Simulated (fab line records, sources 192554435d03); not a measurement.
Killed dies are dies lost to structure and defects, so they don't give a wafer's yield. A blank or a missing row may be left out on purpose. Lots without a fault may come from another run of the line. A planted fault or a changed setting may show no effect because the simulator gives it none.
Split-lot experiment | flow n5_finfet | 7 lots, 21 wafers read, on a route of 1938 steps

THE SPLIT
At N5_BEOL_M13_EXPOSE_25 (exposes mask M13, target cd 210 nm), the setting dose_mj was moved away from the recipe's 22 on 7 of the 21 wafers read, by -6.1% to +4.0%. The other wafers ran this setting at the recipe's value.

FROM THE SPLIT TO THE READING: what the file shows between them, 2 steps
- N5_BEOL_M13_DEVELOP_27: develop time 45 s (also split here: develop_time_s)
- N5_BEOL_M13_HARDBAKE_32: time 120 s

THE READING
cd_nm, in nm, at N5_BEOL_M13_CD_MEAS_28 (target cd 209.5 nm). Fault-free wafers of this fab line usually give 209.7 nm, standard deviation 1.3 nm.

wafer  | tool, chamber at the split | dose_mj as run | against the recipe | cd_nm, nm | against lot-mates on the recipe
L079.1 | krf_scanner-01, 0          | 22.89          | +4.0%              | 215.8     | +5.3
L079.5 | krf_scanner-01, 0          | 22.89          | +4.0%              | 215.6     | +5.1
L079.6 | krf_scanner-01, 0          | 22             | recipe             | 210.5     | -
L081.1 | krf_scanner-02, 0          | 21.29          | -3.2%              | 205.7     | -1.1
L081.2 | krf_scanner-02, 0          | 22             | recipe             | 206.8     | -
L081.5 | krf_scanner-02, 0          | 21.29          | -3.2%              | 205.4     | -1.4
L084.1 | krf_scanner-02, 0          | 22             | recipe             | 211.8     | -
L084.2 | krf_scanner-02, 0          | 22             | recipe             | 211.2     | -
L084.4 | krf_scanner-02, 0          | 22             | recipe             | 211.2     | -
L087.2 | krf_scanner-02, 0          | 22             | recipe             | 209.7     | -
L087.3 | krf_scanner-02, 0          | 22             | recipe             | 209.5     | -
L087.4 | krf_scanner-02, 0          | 22             | recipe             | 210.9     | -
L091.2 | krf_scanner-01, 0          | 22.81          | +3.7%              | 214.2     | +3.5
L091.3 | krf_scanner-01, 0          | 22             | recipe             | 210.7     | -
L091.5 | krf_scanner-01, 0          | 22             | recipe             | 210.7     | -
L093.2 | krf_scanner-01, 0          | 22             | recipe             | 210.5     | -
L093.4 | krf_scanner-01, 0          | 22             | recipe             | 209.5     | -
L093.6 | krf_scanner-01, 0          | 22             | recipe             | 210.3     | -
L096.1 | krf_scanner-02, 0          | 22             | recipe             | 209.8     | -
L096.2 | krf_scanner-02, 0          | 20.66          | -6.1%              | 201.2     | -8.6
L096.5 | krf_scanner-02, 0          | 20.66          | -6.1%              | 203.3     | -6.5

THE FIT
A straight line over all 21 wafers: cd_nm changes by +1.31 nm for each +1% of dose_mj; r = +0.96; the points scatter about the line by 1.1 nm.
The same after taking each lot's own level away (the mean of its wafers on the recipe; 21 wafers): +1.11 nm for each +1%; r = +0.95; scatter 0.94 nm.
On that fit, the largest move of dose_mj shifts the reading by 6.7 nm.
The lots' own levels span 206.80 to 211.40 nm, that is 3.5 times the standard deviation above.
So the lot-to-lot level changes the slope: the two fits differ.
Check: with one of the wafers moved furthest among these (-6.1%) left out of the fit, the line predicts -5.73 nm for it against its lot-mates. It came out at -8.6 nm against them.

OTHER SPLITS ON THESE WAFERS
These wafers also went through other splits before the reading. Each is held against what the fit with the lots' levels taken away leaves over:
other split on the same wafers        | wafers away from the commonest value | r with cd_nm (lot level and that fit taken away)
N5_BEOL_M10_SURFACE_TREAT_76 time_s   | as run: not given for these wafers   | -
N5_BEOL_M13_DEVELOP_27 develop_time_s | 6                                    | -0.25

THE WHOLE CHAIN: every reading that the file lists as answering this split, in the file's order
step                   | what it does                                             | reading                                                         | change (the file's fit)              | r (the file's)
N5_BEOL_M13_CD_MEAS_28 | target cd 209.5 nm                                       | cd_nm                                                           | +1.08 nm for each +1% of the setting | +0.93
N5_BEOL_M13_DESCUM_33  | chemistry O2, time 7.9 s                                 | BEOL_M13.cd_nm (the simulator's own value, which no gauge read) | +1.09 nm for each +1% of the setting | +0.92
N5_BEOL_M13_ETCH_67    | etches SiARC in CF4, target depth 143 nm, time 238.3 s   | BEOL_M13.cd_nm (the simulator's own value, which no gauge read) | +1.19 nm for each +1% of the setting | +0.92
N5_BEOL_M13_ETCH_38    | etches SiCN in CF4/N2, target depth 67.5 nm, time 71.9 s | BEOL_M13.cd_nm (the simulator's own value, which no gauge read) | +1.26 nm for each +1% of the setting | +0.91

THE FILE'S OWN FIT
cd_nm changes by +1.08 nm for each +1% of dose_mj, r = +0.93.
